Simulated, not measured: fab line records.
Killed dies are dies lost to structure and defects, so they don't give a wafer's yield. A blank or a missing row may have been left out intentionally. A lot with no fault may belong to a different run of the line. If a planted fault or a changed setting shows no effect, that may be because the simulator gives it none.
The tool behind it: which one? + flow n5_finfet + Sampling: 24 lots, 72 wafers, 6 of 1938 route steps

## WHAT THE GAUGES READ, wafer by wafer
N5_BEOL_M14_THK_MEAS_01. Usual: M14_ILD_THK gives 1125 nm (standard deviation 16).
| lot  | measured     | on            | M14_ILD_THK (nm) | flag |
|------|--------------|---------------|------------------|------|
| L074 | day 10 13:13 | film_metro-01 | 1133 1114 1147   |      |
| L076 | day 11 06:31 | film_metro-02 | 1111 1114 1125   |      |
| L075 | day 11 09:09 | film_metro-02 | 1103 1119 1139   |      |
| L077 | day 11 16:52 | film_metro-01 | 1124 1102 1127   |      |
| L078 | day 12 00:37 | film_metro-01 | 1100 1129 1139   |      |
| L079 | day 12 09:01 | film_metro-02 | 1121 1135 1137   |      |
| L081 | day 12 11:45 | film_metro-02 | 1122 1115 1134   |      |
| L080 | day 12 12:34 | film_metro-02 | 1101 1126 1136   |      |
| L082 | day 12 17:40 | film_metro-02 | 1125 1128 1153   |      |
| L083 | day 12 18:43 | film_metro-02 | 1116 1122 1145   |      |
| L084 | day 13 09:56 | film_metro-01 | 1116 1144 1153   |      |
| L085 | day 13 10:14 | film_metro-01 | 1125 1130 1131   |      |
| L086 | day 13 11:23 | film_metro-02 | 1126 1139 1132   |      |
| L087 | day 14 11:58 | film_metro-01 | 1107 1128 1104   |      |
| L089 | day 14 17:13 | film_metro-01 | 1107 1121 1130   |      |
| L088 | day 14 17:49 | film_metro-02 | 1105 1107 1117   |      |
| L090 | day 15 06:10 | film_metro-01 | 1131 1119 1125   |      |
| L091 | day 15 09:32 | film_metro-02 | 1125 1121 1117   |      |
| L092 | day 15 09:49 | film_metro-02 | 1103 1126 1112   |      |
| L093 | day 15 21:21 | film_metro-01 | 1114 1114 1121   |      |
| L094 | day 16 03:17 | film_metro-02 | 1088 1116 1118   |      |
| L095 | day 16 06:41 | film_metro-01 | 1131 1135 1143   |      |
| L096 | day 16 16:01 | film_metro-01 | 1114 1119 1152   |      |
| L097 | day 16 20:52 | film_metro-01 | 1135 1109 1148   |      |

N5_BEOL_M14_CD_MEAS_17: the cd target is 250 nm. Usual: 250.8 nm for cd_nm, sd 2.4.
| lot  | measured     | on        | cd_nm (nm)        | flag |
|------|--------------|-----------|-------------------|------|
| L074 | day 10 14:02 | cd_sem-03 | 250.7 251.2 252.5 |      |
| L076 | day 11 08:38 | cd_sem-01 | 251.5 248.2 250.7 |      |
| L075 | day 11 10:32 | cd_sem-01 | 253.2 249.5 252.3 |      |
| L077 | day 11 17:42 | cd_sem-03 | 251.0 249.8 251.6 |      |
| L078 | day 12 01:34 | cd_sem-01 | 250.5 253.8 248.6 |      |
| L079 | day 12 09:51 | cd_sem-03 | 250.7 252.5 255.5 |      |
| L081 | day 12 12:35 | cd_sem-01 | 250.4 255.3 252.0 |      |
| L080 | day 12 13:29 | cd_sem-01 | 252.6 248.8 253.0 |      |
| L082 | day 12 18:31 | cd_sem-01 | 251.3 252.6 253.2 |      |
| L083 | day 12 19:43 | cd_sem-03 | 254.9 251.7 252.3 |      |
| L084 | day 13 10:47 | cd_sem-02 | 252.1 247.5 251.5 |      |
| L085 | day 13 11:21 | cd_sem-01 | 249.5 248.8 252.2 |      |
| L086 | day 13 12:14 | cd_sem-03 | 247.4 251.8 250.8 |      |
| L087 | day 14 12:55 | cd_sem-01 | 252.8 251.2 250.8 |      |
| L089 | day 14 18:08 | cd_sem-01 | 249.9 252.7 254.0 |      |
| L088 | day 14 18:51 | cd_sem-02 | 253.2 249.8 252.7 |      |
| L090 | day 15 07:08 | cd_sem-02 | 251.4 249.9 255.5 |      |
| L091 | day 15 10:30 | cd_sem-03 | 250.2 252.9 251.4 |      |
| L092 | day 15 11:01 | cd_sem-03 | 251.6 245.7 246.0 |      |
| L093 | day 15 22:19 | cd_sem-02 | 246.2 248.8 248.3 |      |
| L094 | day 16 04:15 | cd_sem-03 | 250.7 251.0 248.9 |      |
| L095 | day 16 07:31 | cd_sem-01 | 254.7 253.7 252.9 |      |
| L096 | day 16 16:58 | cd_sem-03 | 244.8 246.0 246.0 |      |
| L097 | day 16 21:41 | cd_sem-01 | 250.0 247.8 251.4 |      |

N5_BEOL_M14_INSPECT_30: inspects for defects (macro). Usual: 2.0 for raw_defect_count, sd 1.4.
| lot  | measured     | on                | raw_defect_count | flag |
|------|--------------|-------------------|------------------|------|
| L074 | day 10 14:25 | defect_inspect-01 | 3 2 1            |      |
| L076 | day 11 09:01 | defect_inspect-01 | 2 2 2            |      |
| L075 | day 11 11:02 | defect_inspect-02 | 2 2 2            |      |
| L077 | day 11 18:13 | defect_inspect-02 | 1 4 2            |      |
| L078 | day 12 02:04 | defect_inspect-01 | 3 2 3            |      |
| L079 | day 12 10:14 | defect_inspect-01 | 2 2 0            |      |
| L081 | day 12 12:58 | defect_inspect-02 | 0 2 4            |      |
| L080 | day 12 13:52 | defect_inspect-01 | 1 1 0            |      |
| L082 | day 12 19:01 | defect_inspect-01 | 1 1 0            |      |
| L083 | day 12 20:05 | defect_inspect-01 | 2 4 1            |      |
| L084 | day 13 11:10 | defect_inspect-02 | 1 2 2            |      |
| L085 | day 13 11:44 | defect_inspect-02 | 1 9 5            |      |
| L086 | day 13 12:44 | defect_inspect-01 | 2 5 3            |      |
| L087 | day 14 13:18 | defect_inspect-02 | 1 3 3            |      |
| L089 | day 14 18:31 | defect_inspect-02 | 1 2 2            |      |
| L088 | day 14 19:22 | defect_inspect-02 | 3 2 0            |      |
| L090 | day 15 07:38 | defect_inspect-02 | 1 1 1            |      |
| L091 | day 15 11:01 | defect_inspect-01 | 3 3 2            |      |
| L092 | day 15 11:32 | defect_inspect-02 | 4 0 2            |      |
| L093 | day 15 22:41 | defect_inspect-01 | 2 3 3            |      |
| L094 | day 16 04:38 | defect_inspect-01 | 5 2 1            |      |
| L095 | day 16 08:01 | defect_inspect-02 | 2 1 0            |      |
| L096 | day 16 17:21 | defect_inspect-02 | 1 2 2            |      |
| L097 | day 16 22:04 | defect_inspect-02 | 3 5 4            |      |

N5_BEOL_M14_INSPECT_55: inspects for defects (darkfield). Usual: 64 for raw_defect_count, sd 25.
| lot  | measured     | on                | raw_defect_count | flag |
|------|--------------|-------------------|------------------|------|
| L074 | day 10 17:14 | defect_inspect-01 | 31 75 40         |      |
| L076 | day 11 12:06 | defect_inspect-01 | 77 98 158        |      |
| L075 | day 11 16:15 | defect_inspect-02 | 81 117 84        |      |
| L077 | day 11 23:34 | defect_inspect-01 | 63 65 83         |      |
| L078 | day 12 11:48 | defect_inspect-02 | 61 68 63         |      |
| L079 | day 12 14:31 | defect_inspect-01 | 26 50 82         |      |
| L081 | day 12 16:25 | defect_inspect-01 | 85 95 139        |      |
| L080 | day 12 17:59 | defect_inspect-01 | 25 33 42         |      |
| L082 | day 12 22:15 | defect_inspect-01 | 68 69 127        |      |
| L083 | day 13 02:04 | defect_inspect-01 | 64 43 83         |      |
| L084 | day 13 13:42 | defect_inspect-02 | 49 65 79         |      |
| L085 | day 13 19:28 | defect_inspect-01 | 70 49 60         |      |
| L086 | day 13 19:47 | defect_inspect-02 | 33 67 59         |      |
| L087 | day 14 16:43 | defect_inspect-01 | 61 40 49         |      |
| L089 | day 15 05:23 | defect_inspect-01 | 41 49 72         |      |
| L088 | day 15 05:07 | defect_inspect-02 | 32 54 53         |      |
| L090 | day 15 12:13 | defect_inspect-01 | 51 38 58         |      |
| L091 | day 15 15:11 | defect_inspect-01 | 44 37 68         |      |
| L092 | day 15 15:28 | defect_inspect-01 | 46 52 31         |      |
| L093 | day 16 02:35 | defect_inspect-01 | 48 57 59         |      |
| L094 | day 16 08:26 | defect_inspect-02 | 77 108 116       |      |
| L095 | day 16 12:28 | defect_inspect-02 | 99 54 90         |      |
| L096 | day 16 21:31 | defect_inspect-01 | 72 71 59         |      |
| L097 | day 17 05:57 | defect_inspect-02 | 82 67 66         |      |

## WHAT TOOL EACH LOT RAN ON (gives the tool, then ch and the chambers of the sampled wafers, and finally the start)
| lot  | N5_BEOL_M13_PRE_CLEAN_42     | N5_BEOL_M14_ETCH_59                |
|------|------------------------------|------------------------------------|
| L074 | pvd_sputter-03, day 10 11:46 | rie_diel-03 ch 0,1,2, day 10 13:38 |
| L076 | pvd_sputter-02, day 11 05:04 | rie_diel-01 ch 0,2,3, day 11 08:14 |
| L075 | pvd_sputter-03, day 11 07:42 | rie_diel-03 ch 0,1,3, day 11 10:08 |
| L077 | pvd_sputter-02, day 11 15:23 | rie_diel-01 ch 2,3, day 11 17:18   |
| L078 | pvd_sputter-03, day 11 23:02 | rie_diel-01 ch 0,1,2, day 12 01:10 |
| L079 | pvd_sputter-03, day 12 07:31 | rie_diel-04 ch 0,2,3, day 12 09:27 |
| L081 | pvd_sputter-03, day 12 10:18 | rie_diel-04 ch 0,1,3, day 12 12:11 |
| L080 | pvd_sputter-02, day 12 10:32 | rie_diel-03 ch 0,1,3, day 12 13:05 |
| L082 | pvd_sputter-02, day 12 15:38 | rie_diel-04 ch 0,3, day 12 18:07   |
| L083 | pvd_sputter-03, day 12 17:10 | rie_diel-03 ch 0,2, day 12 19:17   |
| L084 | pvd_sputter-03, day 13 08:26 | rie_diel-03 ch 0,1, day 13 10:22   |
| L085 | pvd_sputter-03, day 13 08:45 | rie_diel-03 ch 0,1,2, day 13 10:47 |
| L086 | pvd_sputter-03, day 13 09:54 | rie_diel-03 ch 0,2,3, day 13 11:50 |
| L087 | pvd_sputter-03, day 14 10:30 | rie_diel-04 ch 0,2,3, day 14 12:31 |
| L089 | pvd_sputter-01, day 14 14:50 | rie_diel-04 ch 0,2,3, day 14 17:44 |
| L088 | pvd_sputter-01, day 14 15:14 | rie_diel-03 ch 1,3, day 14 18:27   |
| L090 | pvd_sputter-01, day 15 04:26 | rie_diel-04 ch 1,2, day 15 06:44   |
| L091 | pvd_sputter-02, day 15 08:05 | rie_diel-01 ch 1,2, day 15 10:06   |
| L092 | pvd_sputter-03, day 15 08:14 | rie_diel-01 ch 0,1,2, day 15 10:37 |
| L093 | pvd_sputter-03, day 15 18:55 | rie_diel-01 ch 0,1, day 15 21:55   |
| L094 | pvd_sputter-03, day 16 01:50 | rie_diel-04 ch 1,2, day 16 03:51   |
| L095 | pvd_sputter-03, day 16 05:14 | rie_diel-03 ch 0,1,3, day 16 07:07 |
| L096 | pvd_sputter-03, day 16 14:32 | rie_diel-01 ch 1,2, day 16 16:34   |
| L097 | pvd_sputter-01, day 16 18:47 | rie_diel-01 ch 1,2, day 16 21:17   |
- N5_BEOL_M13_PRE_CLEAN_42: time 30 s.
- N5_BEOL_M14_ETCH_59: etches BARC in N2/H2, target depth 89 nm, overetch 26.7 nm, time 67.9 s.

## WHAT THE TOOLS THEMSELVES READ (means of the sampled wafers that have a number; where no wafer has one, the mark that the record gives instead)
N5_BEOL_M13_PRE_CLEAN_42. Usual: 333 W for heater_power_w, sd 48.
| lot  | tool           | heater_power_w (W) | flag |
|------|----------------|--------------------|------|
| L074 | pvd_sputter-03 | 355                |      |
| L076 | pvd_sputter-02 | 304                |      |
| L075 | pvd_sputter-03 | 299                |      |
| L077 | pvd_sputter-02 | 305                |      |
| L078 | pvd_sputter-03 | 344                |      |
| L079 | pvd_sputter-03 | 317                |      |
| L081 | pvd_sputter-03 | 309                |      |
| L080 | pvd_sputter-02 | 309                |      |
| L082 | pvd_sputter-02 | 303                |      |
| L083 | pvd_sputter-03 | 317                |      |
| L084 | pvd_sputter-03 | 361                |      |
| L085 | pvd_sputter-03 | 381                |      |
| L086 | pvd_sputter-03 | 361                |      |
| L087 | pvd_sputter-03 | 313                |      |
| L089 | pvd_sputter-01 | 343                |      |
| L088 | pvd_sputter-01 | 337                |      |
| L090 | pvd_sputter-01 | 340                |      |
| L091 | pvd_sputter-02 | 307                |      |
| L092 | pvd_sputter-03 | 359                |      |
| L093 | pvd_sputter-03 | 340                |      |
| L094 | pvd_sputter-03 | 350                |      |
| L095 | pvd_sputter-03 | 402                |      |
| L096 | pvd_sputter-03 | 356                |      |
| L097 | pvd_sputter-01 | 342                |      |

N5_BEOL_M14_ETCH_59. Usual: drypump_motor_current_A 5.7 A (standard deviation 0.48); h2_flow_sccm 200.0 sccm (standard deviation 0.6); n2_flow_sccm 200.0 sccm (standard deviation 0.57); oes_product_au 0.67 a.u. (standard deviation 0.071); rf_vpp_V 525 V (standard deviation 3.1); showerhead_plenum_p_Torr 2.59 Torr (standard deviation 0.11); throttle_valve_pct 17.91 % (standard deviation 0.28).
| lot  | tool        | drypump_motor_current_A (A) | h2_flow_sccm (sccm) | n2_flow_sccm (sccm) | oes_product_au (a.u.) | rf_vpp_V (V) | showerhead_plenum_p_Torr (Torr) | throttle_valve_pct (%) | flag |
|------|-------------|-----------------------------|---------------------|---------------------|-----------------------|--------------|---------------------------------|------------------------|------|
| L074 | rie_diel-03 | 5.8                         | 200.1               | 200.1               | 0.65                  | 524          | 2.57                            | 17.84                  |      |
| L076 | rie_diel-01 | 5.7                         | 199.7               | 199.6               | 0.69                  | 527          | 2.65                            | 18.03                  |      |
| L075 | rie_diel-03 | 5.7                         | 199.7               | 199.7               | 0.63                  | 527          | 2.63                            | 18.04                  |      |
| L077 | rie_diel-01 | 5.5                         | 199.9               | 200.2               | 0.66                  | 526          | 2.68                            | 18.18                  |      |
| L078 | rie_diel-01 | 5.8                         | 199.9               | 200.8               | 0.67                  | 524          | 2.56                            | 17.97                  |      |
| L079 | rie_diel-04 | 5.2                         | 199.7               | 200.0               | 0.67                  | 526          | 2.60                            | 17.88                  |      |
| L081 | rie_diel-04 | 5.5                         | 199.5               | 200.0               | 0.69                  | 523          | 2.54                            | 17.96                  |      |
| L080 | rie_diel-03 | 5.7                         | 200.7               | 200.0               | 0.62                  | 527          | 2.63                            | 18.05                  |      |
| L082 | rie_diel-04 | 5.2                         | 200.1               | 199.7               | 0.64                  | 523          | 2.53                            | 18.09                  |      |
| L083 | rie_diel-03 | 6.1                         | 200.2               | 200.2               | 0.60                  | 525          | 2.56                            | 18.18                  |      |
| L084 | rie_diel-03 | 6.0                         | 200.4               | 200.5               | 0.62                  | 526          | 2.64                            | 18.08                  |      |
| L085 | rie_diel-03 | 5.8                         | 199.7               | 200.0               | 0.63                  | 525          | 2.56                            | 17.89                  |      |
| L086 | rie_diel-03 | 6.0                         | 199.9               | 200.3               | 0.69                  | 525          | 2.54                            | 18.02                  |      |
| L087 | rie_diel-04 | 5.2                         | 200.8               | 200.5               | 0.65                  | 525          | 2.59                            | 17.91                  |      |
| L089 | rie_diel-04 | 5.2                         | 199.9               | 200.1               | 0.65                  | 525          | 2.59                            | 17.92                  |      |
| L088 | rie_diel-03 | 5.5                         | 200.0               | 199.9               | 0.76                  | 525          | 2.61                            | 17.74                  |      |
| L090 | rie_diel-04 | 5.3                         | 200.2               | 199.6               | 0.69                  | 526          | 2.59                            | 17.67                  |      |
| L091 | rie_diel-01 | 5.5                         | 200.2               | 200.0               | 0.77                  | 528          | 2.71                            | 17.77                  |      |
| L092 | rie_diel-01 | 5.8                         | 199.9               | 200.2               | 0.72                  | 526          | 2.66                            | 17.84                  |      |
| L093 | rie_diel-01 | 6.3                         | 200.5               | 199.9               | 0.69                  | 526          | 2.61                            | 17.74                  |      |
| L094 | rie_diel-04 | 5.6                         | 200.2               | 200.4               | 0.70                  | 523          | 2.52                            | 17.76                  |      |
| L095 | rie_diel-03 | 5.7                         | 199.4               | 200.1               | 0.74                  | 527          | 2.61                            | 17.80                  |      |
| L096 | rie_diel-01 | 5.5                         | 199.8               | 200.1               | 0.75                  | 528          | 2.71                            | 17.78                  |      |
| L097 | rie_diel-01 | 5.5                         | 199.6               | 199.7               | 0.75                  | 528          | 2.71                            | 17.79                  |      |

## THE ANSWER, worked out from the rows above alone
Rule: a lot counts as off when the mean over its wafers that have a number is more than 3 standard deviations away from the usual mean. Also off: a lot with no number at a reading for which 4 or more lots have one. All remaining lots with rows at the step are treated as sound. Order of review: gauges by route order, followed by the tools' own readings, for which a lot's mean as printed above is used. At the first step where some lot is off, the reading lying furthest off is the one used; lots without a number count as furthest.
No lot is off at any reading shown: from this, nothing can be told.

## WHAT THE SIMULATOR PUT IN
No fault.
